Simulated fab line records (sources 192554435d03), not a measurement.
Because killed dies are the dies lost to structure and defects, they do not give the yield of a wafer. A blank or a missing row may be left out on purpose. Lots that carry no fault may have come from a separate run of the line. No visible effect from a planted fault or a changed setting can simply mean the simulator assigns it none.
Split-lot experiment || flow n5 finfet || 21 wafers read across 7 lots, on a route 1938 steps long

THE SPLIT ITSELF
At N5_BEOL_M13_ILD_DEP_00 (deposits SiOC from DEMS/O2, target thk 837.92 nm, time 166.4 s), the setting time s was moved away from the recipe's 166.4 s on 6 of the 21 wafers read, by -14.6% to +12.8%. The other wafers ran this setting at the recipe's value.

No step appears in the file between the split and the reading.

THE READING
M13_ILD_THK at N5_BEOL_M13_THK_MEAS_01, in nm. Fault-free wafers of this fab line usually give 837 nm, standard deviation 13 nm.

{"wafer": "L076.1", "tool, chamber at the split": "pecvd-03, 2", "time s as run, s": 166.4, "against the recipe": "recipe", "M13_ILD_THK, nm": 813, "against lot-mates on the recipe": "-"}
{"wafer": "L076.3", "tool, chamber at the split": "pecvd-03, 0", "time s as run, s": 166.4, "against the recipe": "recipe", "M13_ILD_THK, nm": 816, "against lot-mates on the recipe": "-"}
{"wafer": "L076.5", "tool, chamber at the split": "pecvd-03, 2", "time s as run, s": 166.4, "against the recipe": "recipe", "M13_ILD_THK, nm": 834, "against lot-mates on the recipe": "-"}
{"wafer": "L078.3", "tool, chamber at the split": "pecvd-03, 1", "time s as run, s": 183.6, "against the recipe": "+10.3%", "M13_ILD_THK, nm": 915, "against lot-mates on the recipe": "+67"}
{"wafer": "L078.4", "tool, chamber at the split": "pecvd-03, 1", "time s as run, s": 166.4, "against the recipe": "recipe", "M13_ILD_THK, nm": 848, "against lot-mates on the recipe": "-"}
{"wafer": "L078.6", "tool, chamber at the split": "pecvd-03, 2", "time s as run, s": 183.6, "against the recipe": "+10.3%", "M13_ILD_THK, nm": 915, "against lot-mates on the recipe": "+67"}
{"wafer": "L077.2", "tool, chamber at the split": "pecvd-01, 1", "time s as run, s": 180.7, "against the recipe": "+8.6%", "M13_ILD_THK, nm": 901, "against lot-mates on the recipe": "+88"}
{"wafer": "L077.3", "tool, chamber at the split": "pecvd-01, 2", "time s as run, s": 166.4, "against the recipe": "recipe", "M13_ILD_THK, nm": 813, "against lot-mates on the recipe": "-"}
{"wafer": "L077.6", "tool, chamber at the split": "pecvd-01, 1", "time s as run, s": 180.7, "against the recipe": "+8.6%", "M13_ILD_THK, nm": 909, "against lot-mates on the recipe": "+96"}
{"wafer": "L080.3", "tool, chamber at the split": "pecvd-04, 2", "time s as run, s": 187.7, "against the recipe": "+12.8%", "M13_ILD_THK, nm": 933, "against lot-mates on the recipe": "+82"}
{"wafer": "L080.4", "tool, chamber at the split": "pecvd-04, 0", "time s as run, s": 166.4, "against the recipe": "recipe", "M13_ILD_THK, nm": 852, "against lot-mates on the recipe": "-"}
{"wafer": "L080.5", "tool, chamber at the split": "pecvd-04, 1", "time s as run, s": 166.4, "against the recipe": "recipe", "M13_ILD_THK, nm": 849, "against lot-mates on the recipe": "-"}
{"wafer": "L083.3", "tool, chamber at the split": "pecvd-03, 1", "time s as run, s": 142.1, "against the recipe": "-14.6%", "M13_ILD_THK, nm": 732, "against lot-mates on the recipe": -112}
{"wafer": "L083.5", "tool, chamber at the split": "pecvd-03, 2", "time s as run, s": 166.4, "against the recipe": "recipe", "M13_ILD_THK, nm": 849, "against lot-mates on the recipe": "-"}
{"wafer": "L083.6", "tool, chamber at the split": "pecvd-03, 1", "time s as run, s": 166.4, "against the recipe": "recipe", "M13_ILD_THK, nm": 840, "against lot-mates on the recipe": "-"}
{"wafer": "L086.1", "tool, chamber at the split": "pecvd-03, 2", "time s as run, s": 166.4, "against the recipe": "recipe", "M13_ILD_THK, nm": 818, "against lot-mates on the recipe": "-"}
{"wafer": "L086.3", "tool, chamber at the split": "pecvd-03, 0", "time s as run, s": 166.4, "against the recipe": "recipe", "M13_ILD_THK, nm": 811, "against lot-mates on the recipe": "-"}
{"wafer": "L086.5", "tool, chamber at the split": "pecvd-03, 2", "time s as run, s": 166.4, "against the recipe": "recipe", "M13_ILD_THK, nm": 843, "against lot-mates on the recipe": "-"}
{"wafer": "L091.1", "tool, chamber at the split": "pecvd-04, 0", "time s as run, s": 166.4, "against the recipe": "recipe", "M13_ILD_THK, nm": 841, "against lot-mates on the recipe": "-"}
{"wafer": "L091.3", "tool, chamber at the split": "pecvd-04, 2", "time s as run, s": 166.4, "against the recipe": "recipe", "M13_ILD_THK, nm": 831, "against lot-mates on the recipe": "-"}
{"wafer": "L091.4", "tool, chamber at the split": "pecvd-04, 1", "time s as run, s": 166.4, "against the recipe": "recipe", "M13_ILD_THK, nm": 853, "against lot-mates on the recipe": "-"}

FIT RESULTS
A straight line over all 21 wafers: M13_ILD_THK changes by +7.59 nm for each +1% of time s; r = +0.96; the points scatter about the line by 14 nm.
The same after taking each lot's own level away (the mean of its wafers on the recipe; 21 wafers): +7.64 nm for each +1%; r = +0.96; scatter 13 nm.
According to that fit, moving time s by its largest amount changes the reading by 1.1e+02 nm.
From 813.0 to 850.5 nm: that is the span of the lots' own levels, equal to 2.9 times the standard deviation above.
Hence the lot-to-lot level has little effect on the slope; both slopes agree.
Check: with one of the wafers moved furthest among these (-14.6%) left out of the fit, the line predicts -110 nm for it against its lot-mates. Against them it came out at -112 nm.

THE OTHER SPLITS THESE WAFERS WENT THROUGH
These wafers also went through other splits before the reading. Each is held against what the fit with the lots' levels taken away leaves over:
{"other split on the same wafers": "N5_BEOL_M10_PEB_26 peb time s", "wafers away from the commonest value": 8, "r with M13_ILD_THK (lot level and that fit taken away)": "+0.31"}
{"other split on the same wafers": "N5_BEOL_M11_COAT_63 spin rpm", "wafers away from the commonest value": 10, "r with M13_ILD_THK (lot level and that fit taken away)": "+0.11"}
{"other split on the same wafers": "N5_BEOL_M11_EXPOSE_25 dose mj", "wafers away from the commonest value": 9, "r with M13_ILD_THK (lot level and that fit taken away)": "+0.03"}

THE WHOLE CHAIN: every reading that the file lists as answering this split, in the file's order
{"step": "N5_BEOL_M13_ILD_DEP_00", "what it does": "deposits SiOC from DEMS/O2, target thk 837.92 nm, time 166.4 s", "reading": "SiOC_of_BEOL_M13_ILD_DEP_00.thk nm (the simulator's own value, which no gauge read)", "change (the file's fit)": "+7.48 nm for each +1% of the setting", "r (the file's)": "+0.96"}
{"step": "N5_BEOL_M13_THK_MEAS_01", "what it does": "", "reading": "M13_ILD_THK", "change (the file's fit)": "+7.5 for each +1% of the setting", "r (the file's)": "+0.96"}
{"step": "N5_BEOL_M13_VIA_ETCH_16", "what it does": "etches SiOC in C4F8/O2/Ar, target depth 921.7 nm", "reading": "etch.depth nm (the simulator's own value, which no gauge read)", "change (the file's fit)": "+7.49 nm for each +1% of the setting", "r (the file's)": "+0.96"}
{"step": "N5_BEOL_M13_VIA_ETCH_16", "what it does": "etches SiOC in C4F8/O2/Ar, target depth 921.7 nm", "reading": "coat_of_BEOL_M13_COAT_04.thk nm (the simulator's own value, which no gauge read)", "change (the file's fit)": "-2.28 nm for each +1% of the setting", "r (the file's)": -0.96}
{"step": "N5_BEOL_M13_STRIP_63", "what it does": "strips in N2/H2", "reading": "strip time to endpoint s", "change (the file's fit)": "withheld for each +1% of the setting", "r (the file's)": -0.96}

FILE'S OWN FIT
M13_ILD_THK changes by +7.5 nm for each +1% of time s, r = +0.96.
